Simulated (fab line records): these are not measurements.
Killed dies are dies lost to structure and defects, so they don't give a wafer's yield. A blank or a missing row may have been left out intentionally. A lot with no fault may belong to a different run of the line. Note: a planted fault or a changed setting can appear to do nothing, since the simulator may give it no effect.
Split-lot experiment + flow n5-finfet + 21 wafers read from 7 lots, route of 1938 steps

THE SPLIT ITSELF
At N5_BEOL_M11_COAT_22 (resist thk 90 nm), the setting spin-rpm was moved away from the recipe's 1500 rpm on 11 of the 21 wafers read, by -10.3% to +9.7%. All remaining wafers had this setting at the recipe value.

The reading is taken at the split's own step.

THE READING
CAR-ArF_of_BEOL_M11_COAT_22.thk-nm (the simulator's own value, which no gauge read), in nm, at N5_BEOL_M11_COAT_22 (resist thk 90 nm). The file gives no usual value for it. Here, 10 wafers ran the recipe; their average is 90.1 nm with a standard deviation of 0.3 nm.

| wafer  | tool, chamber at the split | spin-rpm as run, rpm | against the recipe | CAR-ArF_of_BEOL_M11_COAT_22.thk-nm, nm | against lot-mates on the recipe |
|--------|----------------------------|----------------------|--------------------|----------------------------------------|---------------------------------|
| L077.4 | litho-track-02, 0          | 1500                 | recipe             | 90.6                                   | -                               |
| L077.6 | litho-track-02, 0          | 1500                 | recipe             | 90.6                                   | -                               |
| L077.5 | litho-track-02, 0          | 1645                 | +9.7%              | 86.4                                   | -4.2                            |
| L076.1 | litho-track-03, 0          | 1500                 | recipe             | 89.8                                   | -                               |
| L076.6 | litho-track-03, 0          | 1500                 | recipe             | 89.8                                   | -                               |
| L076.4 | litho-track-03, 0          | 1500                 | recipe             | 90.2                                   | -                               |
| L078.1 | litho-track-01, 0          | 1596                 | +6.4%              | 87.2                                   | -2.8                            |
| L078.3 | litho-track-01, 0          | 1500                 | recipe             | 90                                     | -                               |
| L078.5 | litho-track-01, 0          | 1500                 | recipe             | 90                                     | -                               |
| L083.2 | litho-track-03, 0          | 1346                 | -10.3%             | 94.6                                   | +4.8                            |
| L083.4 | litho-track-03, 0          | 1346                 | -10.3%             | 94.8                                   | +5.0                            |
| L083.6 | litho-track-03, 0          | 1500                 | recipe             | 89.8                                   | -                               |
| L089.2 | litho-track-02, 0          | 1564                 | +4.3%              | 88.4                                   | no lot-mate on the recipe       |
| L089.4 | litho-track-02, 0          | 1564                 | +4.3%              | 88.4                                   | no lot-mate on the recipe       |
| L089.6 | litho-track-02, 0          | 1564                 | +4.3%              | 88.4                                   | no lot-mate on the recipe       |
| L090.1 | litho-track-01, 0          | 1358                 | -9.5%              | 94.4                                   | +4.6                            |
| L090.5 | litho-track-01, 0          | 1358                 | -9.5%              | 94.4                                   | +4.6                            |
| L090.3 | litho-track-01, 0          | 1500                 | recipe             | 89.8                                   | -                               |
| L096.2 | litho-track-03, 0          | 1633                 | +8.9%              | 86.4                                   | -3.8                            |
| L096.5 | litho-track-03, 0          | 1633                 | +8.9%              | 86.8                                   | -3.4                            |
| L096.6 | litho-track-03, 0          | 1500                 | recipe             | 90.2                                   | -                               |

THE FIT
A straight line over all 21 wafers: CAR-ArF_of_BEOL_M11_COAT_22.thk-nm changes by -0.427 nm for each +1% of spin-rpm; r = -0.99; the points scatter about the line by 0.28 nm.
The same after taking each lot's own level away (the mean of its wafers on the recipe; 18 wafers): -0.454 nm for each +1%; r = -1.00; scatter 0.2 nm.
That fit puts the effect of the largest move of spin-rpm on the reading at 4.7 nm.
Across the lots, their own levels run from 89.80 to 90.60 nm, a range of 2.7 times the standard deviation given above.
Consequently the slope shifts little with the lot-to-lot level, the two slopes agreeing.
Check: for one of the wafers moved furthest among these (-10.3%), held out of the fit, the line's prediction against its lot-mates is +4.78 nm. It came out at +4.8 nm against them.

OTHER SPLITS APPLIED TO THESE WAFERS
Other splits were also applied to these wafers ahead of the reading. Each is held against what the fit with the lots' levels taken away leaves over:
| other split on the same wafers | wafers away from the commonest value | r with CAR-ArF_of_BEOL_M11_COAT_22.thk-nm (lot level and that fit taken away) |
|--------------------------------|--------------------------------------|-------------------------------------------------------------------------------|
| N5_BEOL_M9_ETCH_66 time-s      | 9                                    | -0.11                                                                         |
| N5_BEOL_M10_COAT_63 spin-rpm   | 6                                    | +0.20                                                                         |
| N5_BEOL_M10_COAT_64 spin-rpm   | 5                                    | -0.41                                                                         |

FILE'S OWN FIT
CAR-ArF_of_BEOL_M11_COAT_22.thk-nm changes by -0.452 nm for each +1% of spin-rpm, r = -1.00.
